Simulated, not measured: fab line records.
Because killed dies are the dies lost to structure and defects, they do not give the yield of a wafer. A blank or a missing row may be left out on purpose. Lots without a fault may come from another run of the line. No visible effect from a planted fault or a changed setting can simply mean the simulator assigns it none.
fab line records -- flow nand-harc
record: lots: 10, wafers: 30, last-day: 33
route steps=1302 shown A_BONDPAD@1227 THIN_TSV@1261 END@1301
lots with no fault: from the same line, run without faults
start-h: start of the lot's first displayed wafer, in hours after the record's first day -- wait-h: how many hours have passed since the lot's step before this one -- " unchanged from the row above -- L1.1+2: a row that stands for several wafers -- - value missing, or start not given -- * or withheld: withheld -- < > ~ a bound
route shown NAME@n: names a module that has steps shown in the file, with the first one's number in the route -- usual: mean/standard deviation taken from wafers without a fault -- same: alike in all rows -- chamber/n: place in a boat -- sites: per-site readings -- _std_site: their standard deviation -- _edge_site: the outer-site mean with the inner-site mean subtracted -- radius-mm: how far each site lies from the wafer's centre -- mask NAME#n: copy n -- behind: the last tool/chamber to shape the wafer -- hold: reason for holding the lot/hours on hold/outcome of the hold -- device: which transistor (n, p or np) failed to switch -- end of line: tests of these same wafers at the route's end -- a step with no rows: only its recipe -- killed: at the first sort, the dies lost to defects and structure; wafer yield is something else -- map: a wafer's dies, x killed, . not, _ none there
set.NAME: the setting the step ran with; set.NAME@STEP: the setting that earlier step ran with -- model.NAME: the simulator's own value behind a step, which no gauge read
the route's steps for a sample of lots (tables are steps, rows are wafers)
services: when a tool's chamber went out of use (start-h, in hours from the record's first day, below 0 if earlier), for how many hours, and the reason
== steps ==
step: NHARC_A_BONDPAD_PVD_17
recipe: target-thk-a: 50, bias-v: 168.6, power-w: 15000, chamber-pressure-pa: 0.12, time-s: 8.06, substrate-temp-c: 50, material: TaN
usual: bias-v: 168.5/1.7, throttle-valve-pct: 30.3/1.4
same: time-s: 8.06
lot.wafer,tool,chamber,start-h,wait-h,bias-v,throttle-valve-pct
L791.3,pvd-sputter-01,-,549.42,-,170.0,31.3
L791.1,pvd-sputter-01,-,549.42,-,170.8,30.9
L791.6,pvd-sputter-01,-,549.42,-,168.8,31.4
L793.1,pvd-sputter-03,-,555.11,-,167.9,31.5
L793.3,pvd-sputter-03,-,555.11,-,168.8,30.3
L793.5,pvd-sputter-03,-,555.11,-,165.9,31.8
L796.3,pvd-sputter-03,-,584.66,-,169.9,31.7
L796.1,pvd-sputter-03,-,584.66,-,167.2,30.4
L796.5,pvd-sputter-03,-,584.66,-,169.8,31.6
L795.2,pvd-sputter-03,-,584.98,-,165.1,30.5
L795.1,pvd-sputter-03,-,584.98,-,168.8,30.2
L795.5,pvd-sputter-03,-,584.98,-,171.0,30.5
L797.4,pvd-sputter-02,-,600.34,-,167.9,32.4
L797.3,pvd-sputter-02,-,600.34,-,167.0,30.0
L797.6,pvd-sputter-02,-,600.34,-,169.3,32.3
L803.1,pvd-sputter-03,-,657.88,-,167.8,27.1
L803.4,pvd-sputter-03,-,657.88,-,169.8,31.7
L803.6,pvd-sputter-03,-,657.88,-,167.6,30.2
L806.2,pvd-sputter-03,-,704.89,-,168.3,31.7
L806.3,pvd-sputter-03,-,704.89,-,169.1,30.5
L806.5,pvd-sputter-03,-,704.89,-,170.2,27.1
L805.3,pvd-sputter-01,-,709.29,-,168.2,30.1
L805.2,pvd-sputter-01,-,709.29,-,165.6,30.4
L805.5,pvd-sputter-01,-,709.29,-,168.1,29.9
L812.1,pvd-sputter-03,-,750.01,-,166.2,28.0
L812.3,pvd-sputter-03,-,750.01,-,167.6,31.7
L812.6,pvd-sputter-03,-,750.01,-,168.5,30.5
L813.2,pvd-sputter-03,-,759.91,-,170.0,28.1
L813.1,pvd-sputter-03,-,759.91,-,169.4,30.1
L813.6,pvd-sputter-03,-,759.91,-,170.5,31.8
step: NHARC_THIN_TSV_DESCUM_14
recipe: time-s: 3, o2-flow-sccm: 200, ar-flow-sccm: 0, bias-power-w: 0, chemistry: O2
usual: chamber-pressure-mTorr: 60.00/0.059, drypump-motor-current-A: 5.9/0.33, oes-product-au: 1.001/0.0094, rf-vpp-V: 58.0/0.82, showerhead-plenum-p-Torr: 1.95/0.059, throttle-valve-pct: 11.312/0.0092
same: time-s: 3
lot.wafer,tool,chamber,start-h,wait-h,chamber-pressure-mTorr,drypump-motor-current-A,oes-product-au,rf-hours-counter-h,rf-vpp-V,showerhead-plenum-p-Torr,throttle-valve-pct
L791.1,rie-diel-09,0,564.13,-,59.95,6.3,0.982,4,58.1,1.90,11.329
L791.3,rie-diel-09,2,564.13,-,59.89,6.3,0.984,3,56.7,2.01,11.304
L791.6,rie-diel-09,3,564.13,-,59.97,5.4,1.015,-,58.5,2.00,11.295
L793.1,rie-diel-13,3,569.31,-,60.03,5.6,0.993,3,59.2,1.93,11.318
L793.3,rie-diel-13,2,569.31,-,59.99,6.2,1.019,3,58.6,2.03,11.325
L793.5,rie-diel-13,0,569.31,-,59.91,6.2,1.006,-,59.5,1.94,11.315
L795.2,rie-diel-09,1,598.56,-,59.99,5.5,1.015,4,57.5,1.93,11.326
L795.1,rie-diel-09,2,598.56,-,59.99,6.3,0.998,5,60.1,2.01,11.301
L795.5,rie-diel-09,2,598.56,-,59.97,6.3,0.995,-,59.9,2.01,11.316
L796.1,rie-diel-13,0,599.66,-,60.06,6.2,0.992,5,56.3,1.94,11.308
L796.3,rie-diel-13,3,599.66,-,60.06,5.6,0.990,5,57.2,1.93,11.304
L796.5,rie-diel-13,2,599.66,-,60.05,6.2,1.002,-,57.9,2.03,11.311
L797.3,rie-diel-13,0,614.26,-,59.83,6.2,0.995,6,57.8,1.94,11.292
L797.4,rie-diel-13,3,614.26,-,60.07,5.6,1.008,6,57.1,1.93,11.298
L797.6,rie-diel-13,1,614.26,-,59.95,6.1,1.006,-,57.9,1.84,11.297
L803.1,rie-diel-13,2,669.01,-,59.92,6.2,1.009,10,58.4,2.03,11.306
L803.4,rie-diel-13,3,669.01,-,60.02,5.6,1.000,9,57.8,1.93,11.309
L803.6,rie-diel-13,2,669.01,-,59.97,6.2,1.001,-,58.4,2.03,11.308
L806.2,rie-diel-13,0,718.66,-,59.99,6.2,1.002,1,58.1,1.94,11.320
L806.3,rie-diel-13,3,718.66,-,60.03,5.6,1.004,1,58.7,1.93,11.303
L806.5,rie-diel-13,1,718.66,-,60.05,6.0,1.003,-,55.1,1.84,11.324
L805.3,rie-diel-13,1,723.48,-,59.98,6.0,0.999,1,59.0,1.84,11.300
L805.2,rie-diel-13,2,723.48,-,59.97,6.1,0.987,1,58.7,2.03,11.314
L805.5,rie-diel-13,0,723.48,-,60.00,6.2,0.982,-,58.1,1.93,11.304
L812.3,rie-diel-09,3,765.37,-,60.02,5.4,1.002,6,57.4,2.00,11.321
L812.1,rie-diel-09,1,765.37,-,59.96,5.5,1.003,6,58.0,1.92,11.301
L812.6,rie-diel-09,0,765.37,-,60.02,6.3,1.002,-,58.5,1.90,11.318
L813.1,rie-diel-04,2,773.68,-,59.86,5.3,1.017,2,58.6,1.96,11.311
L813.2,rie-diel-04,0,773.68,-,60.02,6.2,1.003,3,59.1,2.02,11.323
L813.6,rie-diel-04,2,773.68,-,59.98,5.3,1.013,-,57.4,1.96,11.315
step: NHARC_THIN_TSV_PVD_19
recipe: target-thk-a: 200, chamber-pressure-pa: 5, material: TaN
usual: throttle-valve-pct: 30.1/1.4
lot.wafer,tool,chamber,start-h,wait-h,throttle-valve-pct
L791.3,pvd-sputter-03,-,-,-,27.0
L791.1,pvd-sputter-03,-,-,-,31.8
L791.6,pvd-sputter-03,-,-,-,30.3
L793.3,pvd-sputter-03,-,-,-,27.0
L793.1,pvd-sputter-03,-,-,-,30.6
L793.5,pvd-sputter-03,-,-,-,26.9
L795.1,pvd-sputter-02,-,-,-,29.9
L795.2,pvd-sputter-02,-,-,-,30.9
L795.5,pvd-sputter-02,-,-,-,30.0
L796.1,pvd-sputter-01,-,-,-,30.1
L796.3,pvd-sputter-01,-,-,-,30.7
L796.5,pvd-sputter-01,-,-,-,29.8
L797.4,pvd-sputter-03,-,-,-,31.7
L797.3,pvd-sputter-03,-,-,-,30.4
L797.6,pvd-sputter-03,-,-,-,30.5
L803.1,pvd-sputter-03,-,-,-,31.8
L803.4,pvd-sputter-03,-,-,-,30.5
L803.6,pvd-sputter-03,-,-,-,26.7
L806.3,pvd-sputter-01,-,-,-,30.9
L806.2,pvd-sputter-01,-,-,-,30.1
L806.5,pvd-sputter-01,-,-,-,30.0
L805.3,pvd-sputter-03,-,-,-,28.2
L805.2,pvd-sputter-03,-,-,-,30.1
L805.5,pvd-sputter-03,-,-,-,31.7
L812.3,pvd-sputter-03,-,-,-,30.4
L812.1,pvd-sputter-03,-,-,-,28.0
L812.6,pvd-sputter-03,-,-,-,29.9
L813.1,pvd-sputter-02,-,-,-,32.7
L813.2,pvd-sputter-02,-,-,-,30.4
L813.6,pvd-sputter-02,-,-,-,30.8
step: NHARC_END_WLT_00
usual: VT_DECK1_BOTTOM: 0.873/0.0085, VT_DECK1_BOTTOM_INNER: 0.873/0.0081, VT_DECK1_MEDIAN_NEAR_BOTTOM: 0.874/0.0083, VT_DECK1_MEDIAN_NEAR_BOTTOM_INNER: 0.875/0.0085, VT_DECK1_MIDDLE: 0.887/0.0077, VT_DECK1_MIDDLE_INNER: 0.886/0.0077, VT_DECK1_TOP: 0.899/0.0081, VT_DECK1_TOP_INNER: 0.899/0.0082, VT_DECK2_BOTTOM: 0.867/0.0067, VT_DECK2_BOTTOM_INNER: 0.867/0.007, VT_DECK2_MEDIAN_NEAR_BOTTOM: 0.867/0.0075, VT_DECK2_MEDIAN_NEAR_BOTTOM_INNER: 0.868/0.0076, VT_DECK2_MIDDLE: 0.879/0.0065, VT_DECK2_MIDDLE_INNER: 0.880/0.0066, VT_DECK2_TOP: 0.891/0.0068, VT_DECK2_TOP_INNER: 0.892/0.0065
lot.wafer,tool,chamber,start-h,wait-h,VT_DECK1_BOTTOM,VT_DECK1_BOTTOM_INNER,VT_DECK1_MEDIAN_NEAR_BOTTOM,VT_DECK1_MEDIAN_NEAR_BOTTOM_INNER,VT_DECK1_MIDDLE,VT_DECK1_MIDDLE_INNER,VT_DECK1_TOP,VT_DECK1_TOP_INNER,VT_DECK2_BOTTOM,VT_DECK2_BOTTOM_INNER,VT_DECK2_MEDIAN_NEAR_BOTTOM,VT_DECK2_MEDIAN_NEAR_BOTTOM_INNER,VT_DECK2_MIDDLE,VT_DECK2_MIDDLE_INNER,VT_DECK2_TOP,VT_DECK2_TOP_INNER
L791.1,prober-01,-,577.68,0.0,0.889,0.893,0.897,0.895,0.896,0.901,0.914,0.910,0.872,0.877,0.876,0.883,0.885,0.891,0.894,0.896
L791.3,prober-01,-,578.69,1.0,0.891,0.879,0.878,0.893,0.903,0.904,0.918,0.921,0.879,0.883,0.875,0.878,0.886,0.891,0.897,0.890
L791.6,prober-01,-,580.19,2.6,0.889,0.876,0.885,0.886,0.895,0.901,0.907,0.907,0.871,0.864,0.868,0.870,0.893,0.894,0.897,0.904
L793.1,prober-02,-,585.55,3.9,0.874,0.874,0.877,0.875,0.883,0.889,0.905,0.899,0.856,0.864,0.867,0.865,0.876,0.875,0.887,0.886
L793.3,prober-02,-,585.55,3.9,0.876,0.875,0.874,0.873,0.887,0.894,0.900,0.901,0.860,0.859,0.854,0.859,0.873,0.868,0.885,0.889
L793.5,prober-02,-,585.55,3.9,0.877,0.877,0.873,0.878,0.884,0.889,0.905,0.903,0.856,0.854,0.852,0.854,0.863,0.870,0.885,0.887
L796.1,prober-01,-,610.56,0.0,0.871,0.874,0.873,0.872,0.892,0.886,0.903,0.899,0.869,0.863,0.867,0.869,0.876,0.868,0.879,0.883
L796.3,prober-01,-,611.56,1.0,0.872,0.878,0.880,0.870,0.894,0.886,0.899,0.909,0.871,0.864,0.858,0.871,0.873,0.875,0.889,0.882
L796.5,prober-01,-,612.56,2.0,0.870,0.873,0.868,0.873,0.891,0.882,0.896,0.884,0.862,0.862,0.864,0.866,0.880,0.873,0.882,0.882
L795.1,prober-02,-,610.57,0.1,0.882,0.883,0.884,0.881,0.899,0.897,0.905,0.911,0.866,0.869,0.865,0.869,0.883,0.883,0.893,0.895
L795.2,prober-02,-,610.57,0.1,0.886,0.883,0.877,0.891,0.893,0.893,0.906,0.909,0.865,0.868,0.872,0.876,0.874,0.886,0.889,0.894
L795.5,prober-02,-,612.58,2.1,0.887,0.889,0.890,0.885,0.897,0.892,0.905,0.910,0.867,0.865,0.862,0.862,0.873,0.871,0.894,0.892
L797.3,prober-01,-,629.41,1.0,0.873,0.874,0.871,0.877,0.890,0.890,0.894,0.897,0.868,0.875,0.870,0.876,0.878,0.886,0.895,0.893
L797.4,prober-01,-,629.41,1.0,0.870,0.879,0.881,0.881,0.887,0.894,0.893,0.901,0.870,0.854,0.864,0.868,0.878,0.878,0.895,0.887
L797.6,prober-01,-,630.90,2.5,0.879,0.877,0.882,0.885,0.895,0.883,0.899,0.897,0.875,0.872,0.867,0.866,0.887,0.881,0.892,0.903
L803.1,prober-02,-,679.34,0.0,0.856,0.858,0.860,0.862,0.877,0.875,0.883,0.887,0.869,0.868,0.865,0.866,0.876,0.865,0.883,0.887
L803.4,prober-02,-,680.84,1.5,0.856,0.860,0.853,0.861,0.868,0.870,0.882,0.885,0.862,0.852,0.856,0.858,0.877,0.867,0.893,0.885
L803.6,prober-02,-,681.84,2.5,0.855,0.857,0.852,0.854,0.870,0.873,0.874,0.884,0.855,0.858,0.856,0.859,0.871,0.873,0.886,0.887
L806.2,prober-01,-,731.24,0.5,0.864,0.871,0.876,0.870,0.881,0.887,0.893,0.897,0.869,0.861,0.866,0.858,0.877,0.874,0.889,0.884
L806.3,prober-01,-,731.24,0.5,0.871,0.865,0.865,0.863,0.884,0.872,0.893,0.891,0.868,0.859,0.863,0.856,0.870,0.868,0.880,0.876
L806.5,prober-01,-,731.24,0.5,0.872,0.869,0.871,0.863,0.887,0.879,0.896,0.888,0.859,0.860,0.855,0.858,0.867,0.874,0.887,0.885
L805.2,prober-01,-,739.08,1.0,0.869,0.868,0.861,0.865,0.887,0.883,0.902,0.897,0.860,0.864,0.860,0.861,0.867,0.884,0.896,0.892
L805.3,prober-01,-,739.08,1.0,0.864,0.867,0.874,0.873,0.893,0.878,0.896,0.889,0.853,0.862,0.857,0.856,0.880,0.874,0.889,0.890
L805.5,prober-01,-,740.59,2.5,0.866,0.876,0.872,0.868,0.885,0.885,0.891,0.894,0.863,0.866,0.868,0.869,0.878,0.871,0.881,0.886
L812.1,prober-01,-,776.46,0.0,0.883,0.876,0.884,0.881,0.881,0.889,0.896,0.897,0.877,0.865,0.875,0.880,0.885,0.875,0.893,0.893
L812.3,prober-01,-,776.46,0.0,0.876,0.878,0.886,0.881,0.894,0.897,0.902,0.906,0.872,0.876,0.864,0.874,0.880,0.880,0.894,0.895
L812.6,prober-01,-,778.94,2.5,0.877,0.881,0.878,0.885,0.886,0.896,0.904,0.904,0.869,0.869,0.864,0.867,0.879,0.878,0.891,0.898
L813.1,prober-01,-,785.99,0.0,0.879,0.874,0.874,0.877,0.895,0.894,0.901,0.902,0.872,0.883,0.883,0.877,0.888,0.889,0.890,0.896
L813.2,prober-01,-,785.99,0.0,0.882,0.877,0.876,0.882,0.890,0.892,0.900,0.902,0.874,0.875,0.877,0.877,0.887,0.877,0.891,0.886
L813.6,prober-01,-,788.51,2.6,0.877,0.869,0.874,0.873,0.891,0.884,0.901,0.911,0.871,0.864,0.871,0.872,0.888,0.885,0.889,0.899
step: NHARC_END_SORT_01
recipe: temp-c: 25
usual: defect-limited-yield: 90.6/2.3, killed-at-array: 59/16, killed-at-other: 0.8/1.1, killed-at-periphery: 3.6/2.4, killed-dies: 64/16, killed-open: 3.4/1.8, killed-short: 2.5/1.6
same: gross-dies: 677
lot.wafer,tool,chamber,start-h,wait-h,defect-limited-yield[%],killed-at-array,killed-at-other,killed-at-periphery,killed-dies,killed-open,killed-short
L796.1,prober-01,0,613.55,2.5,80.5,128,0,4,132,5,1
L796.3,prober-01,0,615.16,3.1,77.5,145,0,7,152,8,2
L796.5,prober-01,0,616.76,3.7,75.2,164,0,4,168,2,1
L795.1,prober-02,0,613.59,2.5,80.1,128,1,6,135,5,2
L795.2,prober-02,0,614.40,2.8,83.0,113,1,1,115,1,4
L795.5,prober-02,0,616.82,3.7,82.7,115,1,1,117,4,3
killed by level:class
L796.1 A_BONDPAD:unspecified=58 A_CHANNEL_HOLE_D2:chamber-film-flake=32 A_SLIT:chamber-film-flake=22 A_CHANNEL_HOLE_D1:chamber-film-flake=6 A_CONTACT:chamber-film-flake=4 P_GATE:geometric-particle:open=2 P_ZERO_WELL:chamber-film-flake=2 A_STAIRCASE:chamber-film-flake=2
L795.1 A_BONDPAD:unspecified=67 A_CHANNEL_HOLE_D1:chamber-film-flake=35 A_CHANNEL_HOLE_D2:chamber-film-flake=14 P_ZERO_WELL:chamber-film-flake=4 A_STAIRCASE:chamber-film-flake=4 A_CONTACT:chamber-film-flake=2 P_CONTACT:geometric-particle:open=1 P_M1:geometric-particle:open=1
L795.2 A_BONDPAD:unspecified=55 A_CHANNEL_HOLE_D1:chamber-film-flake=38 A_CHANNEL_HOLE_D2:chamber-film-flake=8 A_WL_FILL:geometric-particle:short=3 A_CONTACT:chamber-film-flake=3 A_STAIRCASE:chamber-film-flake=3 A_CHANNEL_HOLE_D2:geometric-particle:short=1 A_WL_FILL:geometric-particle:open=1
L796.3 A_BONDPAD:unspecified=74 A_SLIT:chamber-film-flake=32 A_CHANNEL_HOLE_D2:chamber-film-flake=24 A_CHANNEL_HOLE_D1:chamber-film-flake=4 A_CONTACT:chamber-film-flake=4 P_ZERO_WELL:chamber-film-flake=2 A_STAIRCASE:chamber-film-flake=2 P_GATE:geometric-particle:open=1
L796.5 A_BONDPAD:unspecified=81 A_CHANNEL_HOLE_D2:chamber-film-flake=39 A_SLIT:chamber-film-flake=31 A_CHANNEL_HOLE_D1:chamber-film-flake=4 A_CONTACT:chamber-film-flake=3 A_STAIRCASE:chamber-film-flake=2 A_M1:chamber-film-flake=2 P_M0:geometric-particle:open=1
L795.5 A_BONDPAD:unspecified=60 A_CHANNEL_HOLE_D1:chamber-film-flake=29 A_CHANNEL_HOLE_D2:chamber-film-flake=15 A_STAIRCASE:chamber-film-flake=3 A_CHANNEL_FILL_D1:geometric-particle:open=2 A_CHANNEL_FILL_D1:chamber-film-flake=2 P_CONTACT:geometric-particle:open=1 A_CHANNEL_HOLE_D1:geometric-particle:short=1
== services ==
tool,chamber,start-h,hours,kind
rie-diel-04,-,531.95,9.0,pm
pvd-sputter-03,-,536.95,10.0,pm
rie-diel-09,1,558.13,10.2,repair
rie-diel-13,1,568.36,35.9,repair
rie-diel-04,0,573.94,16.9,repair
pvd-sputter-01,-,582.00,10.0,pm
pvd-sputter-03,-,589.74,2.0,repair
pvd-sputter-01,-,596.58,5.6,repair
pvd-sputter-01,-,606.95,2.5,repair
rie-diel-04,3,621.34,4.6,repair
rie-diel-04,2,630.77,7.8,repair
rie-diel-04,-,632.94,0.5,repair
pvd-sputter-02,-,638.00,10.0,pm
pvd-sputter-02,-,648.77,6.2,repair
pvd-sputter-01,-,661.17,3.5,repair
rie-diel-09,-,674.10,9.0,pm
rie-diel-13,-,696.00,9.0,pm
rie-diel-13,1,707.97,2.3,repair
pvd-sputter-03,-,714.98,10.0,pm
rie-diel-09,3,719.01,4.5,repair
pvd-sputter-02,-,746.53,3.1,repair
pvd-sputter-01,-,747.42,3.3,repair
pvd-sputter-01,-,760.00,10.0,pm
rie-diel-13,1,768.07,2.0,repair
== key ==
first-sign: step: NHARC_END_SORT_01, reading: defect-limited-yield, direction: down, sigmas: 4.6, usual: 90.6, struck: 79.8
effect: step: NHARC_END_SORT_01, reading: killed-dies, direction: up, sigmas: 4.6, usual: 64, struck: 136
more-kills-born-at: NHARC_A_BONDPAD_PVD_17@pvd-sputter-03: 395
met-at NHARC_A_BONDPAD_PVD_17
struck-lots L795,L796
not-acting-at NHARC_THIN_TSV_DESCUM_14,NHARC_THIN_TSV_PVD_19,NHARC_END_WLT_00
onset-between 555.11 584.66
fault: kind: chamber-particle-source, tool: pvd-sputter-03, chamber: -, onset-h: 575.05, steps: NHARC_A_BONDPAD_PVD_17, rate-per-visit-cm2: 0.97322, end-h: 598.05
